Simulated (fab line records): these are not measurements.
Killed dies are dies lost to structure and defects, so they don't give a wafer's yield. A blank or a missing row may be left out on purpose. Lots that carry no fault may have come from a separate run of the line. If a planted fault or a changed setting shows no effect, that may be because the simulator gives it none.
Chamber matching	flow nand-harc	4 sister chambers for NHARC_A_M0_DESCUM_14 on rie-diel-12
The step chemistry O2, time 3 s. 4 wafers are shown with their chamber, then 8 later ones without.

== WAFERS WITH THEIR CHAMBER ==
wafer	chamber	drypump-motor-current-A (A)
L083.3	2	6.5
L093.1	3	5.0
L093.4	0	5.9
L091.1	1	4.8

== WAFERS WITHOUT THEIR CHAMBER ==
wafer	drypump-motor-current-A (A)
L091.3	6.6
L091.4	5.0
L095.1	6.5
L095.2	4.8
L095.4	5.9
L095.3	5.1
L095.5	4.8
L095.6	6.5

== THE CHAMBER EACH PASSED THROUGH ==
wafer	from the rows above	in truth
L091.3	2	2
L091.4	3	3
L095.1	2	2
L095.2	1	1
L095.4	0	0
L095.3	3	3
L095.5	1	1
L095.6	2	2
Correctly placed: 8 of 8. Number that these rows cannot place: 0. Placed wrongly: 0.
How it was worked out, from the rows above alone: a wafer's distance from a chamber is the root of the sum, over the readings, of the square of ((its reading less the chamber's mean) divided by the reading's scatter). The wafer belongs to the nearest chamber; if the next one is less than 2 further off, it can't be placed. For every chamber, the mean is computed from those of its wafers that are shown. The scatter (one wafer shown for each chamber): square how far every hidden wafer sits from the nearest shown wafer, average those squares and take the square root.
